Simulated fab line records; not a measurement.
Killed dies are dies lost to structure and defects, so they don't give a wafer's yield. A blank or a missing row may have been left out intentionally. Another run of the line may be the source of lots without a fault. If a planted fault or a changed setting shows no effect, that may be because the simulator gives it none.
Chamber matching / flow n5_finfet / N5_PASSIVATION_PECVD_55 on pecvd-04: 3 sister chambers
The step deposits SiO2 from SiH4/N2O, target thk 400 nm, time 22.5 s. 24 wafers are shown with their chamber, then 12 later ones without.

== WAFERS, EACH WITH ITS CHAMBER ==
wafer=L075.1; chamber=0; showerhead_plenum_p_Torr (Torr)=8.34; throttle_valve_pct (%)=54; heater_power_w (W)=550
wafer=L075.3; chamber=2; showerhead_plenum_p_Torr (Torr)=8.18; throttle_valve_pct (%)=51; heater_power_w (W)=718
wafer=L075.5; chamber=2; showerhead_plenum_p_Torr (Torr)=8.20; throttle_valve_pct (%)=51; heater_power_w (W)=731
wafer=L077.2; chamber=0; showerhead_plenum_p_Torr (Torr)=8.34; throttle_valve_pct (%)=54; heater_power_w (W)=633
wafer=L077.3; chamber=2; showerhead_plenum_p_Torr (Torr)=8.19; throttle_valve_pct (%)=51; heater_power_w (W)=693
wafer=L077.4; chamber=0; showerhead_plenum_p_Torr (Torr)=8.33; throttle_valve_pct (%)=54; heater_power_w (W)=646
wafer=L081.2; chamber=0; showerhead_plenum_p_Torr (Torr)=8.34; throttle_valve_pct (%)=54; heater_power_w (W)=647
wafer=L081.3; chamber=1; showerhead_plenum_p_Torr (Torr)=8.28; throttle_valve_pct (%)=57; heater_power_w (W)=707
wafer=L081.5; chamber=0; showerhead_plenum_p_Torr (Torr)=8.35; throttle_valve_pct (%)=54; heater_power_w (W)=658
wafer=L080.1; chamber=2; showerhead_plenum_p_Torr (Torr)=8.20; throttle_valve_pct (%)=52; heater_power_w (W)=746
wafer=L080.2; chamber=1; showerhead_plenum_p_Torr (Torr)=8.27; throttle_valve_pct (%)=58; heater_power_w (W)=659
wafer=L080.6; chamber=1; showerhead_plenum_p_Torr (Torr)=8.28; throttle_valve_pct (%)=58; heater_power_w (W)=688
wafer=L086.4; chamber=0; showerhead_plenum_p_Torr (Torr)=8.35; throttle_valve_pct (%)=54; heater_power_w (W)=580
wafer=L086.5; chamber=2; showerhead_plenum_p_Torr (Torr)=8.18; throttle_valve_pct (%)=52; heater_power_w (W)=761
wafer=L086.6; chamber=1; showerhead_plenum_p_Torr (Torr)=8.27; throttle_valve_pct (%)=58; heater_power_w (W)=575
wafer=L089.3; chamber=0; showerhead_plenum_p_Torr (Torr)=8.34; throttle_valve_pct (%)=54; heater_power_w (W)=557
wafer=L089.4; chamber=0; showerhead_plenum_p_Torr (Torr)=8.33; throttle_valve_pct (%)=54; heater_power_w (W)=599
wafer=L089.6; chamber=1; showerhead_plenum_p_Torr (Torr)=8.26; throttle_valve_pct (%)=58; heater_power_w (W)=654
wafer=L092.1; chamber=2; showerhead_plenum_p_Torr (Torr)=8.19; throttle_valve_pct (%)=52; heater_power_w (W)=610
wafer=L092.4; chamber=2; showerhead_plenum_p_Torr (Torr)=8.17; throttle_valve_pct (%)=52; heater_power_w (W)=638
wafer=L092.5; chamber=0; showerhead_plenum_p_Torr (Torr)=8.34; throttle_valve_pct (%)=53; heater_power_w (W)=679
wafer=L091.1; chamber=2; showerhead_plenum_p_Torr (Torr)=8.20; throttle_valve_pct (%)=52; heater_power_w (W)=719
wafer=L091.3; chamber=1; showerhead_plenum_p_Torr (Torr)=8.28; throttle_valve_pct (%)=58; heater_power_w (W)=696
wafer=L091.4; chamber=2; showerhead_plenum_p_Torr (Torr)=8.17; throttle_valve_pct (%)=52; heater_power_w (W)=739

SIGNATURES (means of the wafers above)
reading=showerhead_plenum_p_Torr; chamber 0=8.3400; chamber 1=8.2733; chamber 2=8.1867; scatter within a chamber=0.00959
reading=throttle_valve_pct; chamber 0=53.89; chamber 1=57.83; chamber 2=51.67; scatter within a chamber=0.421
reading=heater_power_w; chamber 0=616.56; chamber 1=663.17; chamber 2=706.11; scatter within a chamber=48.5
Rule: for a wafer and a chamber, the distance is found by dividing, reading by reading, the gap between the wafer's reading and the chamber's mean by the reading's scatter, squaring, summing and taking the root. If the next closest chamber is less than 2 further off than the closest, the wafer can't be placed; otherwise it belongs to the closest. The scatter is the square root of a quotient: the sum, over the shown wafers, of each reading's squared deviation from its chamber's mean, divided by wafers minus chambers.

== WAFERS WHOSE CHAMBER IS MISSING ==
wafer=L094.2; showerhead_plenum_p_Torr (Torr)=8.33; throttle_valve_pct (%)=54; heater_power_w (W)=622
wafer=L094.5; showerhead_plenum_p_Torr (Torr)=8.30; throttle_valve_pct (%)=58; heater_power_w (W)=684
wafer=L094.6; showerhead_plenum_p_Torr (Torr)=8.34; throttle_valve_pct (%)=54; heater_power_w (W)=644
wafer=L095.1; showerhead_plenum_p_Torr (Torr)=8.27; throttle_valve_pct (%)=58; heater_power_w (W)=616
wafer=L095.3; showerhead_plenum_p_Torr (Torr)=8.27; throttle_valve_pct (%)=58; heater_power_w (W)=638
wafer=L095.4; showerhead_plenum_p_Torr (Torr)=8.18; throttle_valve_pct (%)=52; heater_power_w (W)=771
wafer=L097.1; showerhead_plenum_p_Torr (Torr)=8.18; throttle_valve_pct (%)=52; heater_power_w (W)=740
wafer=L097.2; showerhead_plenum_p_Torr (Torr)=8.33; throttle_valve_pct (%)=54; heater_power_w (W)=647
wafer=L097.5; showerhead_plenum_p_Torr (Torr)=8.32; throttle_valve_pct (%)=54; heater_power_w (W)=657
wafer=L096.4; showerhead_plenum_p_Torr (Torr)=8.27; throttle_valve_pct (%)=58; heater_power_w (W)=612
wafer=L096.5; showerhead_plenum_p_Torr (Torr)=8.21; throttle_valve_pct (%)=52; heater_power_w (W)=652
wafer=L096.6; showerhead_plenum_p_Torr (Torr)=8.34; throttle_valve_pct (%)=54; heater_power_w (W)=533

== WHICH CHAMBER EACH ONE RAN IN ==
wafer=L094.2; from the rows above=0; in truth=0
wafer=L094.5; from the rows above=1; in truth=1
wafer=L094.6; from the rows above=0; in truth=0
wafer=L095.1; from the rows above=1; in truth=1
wafer=L095.3; from the rows above=1; in truth=1
wafer=L095.4; from the rows above=2; in truth=2
wafer=L097.1; from the rows above=2; in truth=2
wafer=L097.2; from the rows above=0; in truth=0
wafer=L097.5; from the rows above=0; in truth=0
wafer=L096.4; from the rows above=1; in truth=1
wafer=L096.5; from the rows above=2; in truth=2
wafer=L096.6; from the rows above=0; in truth=0
12 of 12 placed correctly. Not placeable from these rows: 0. Number placed wrongly: 0.
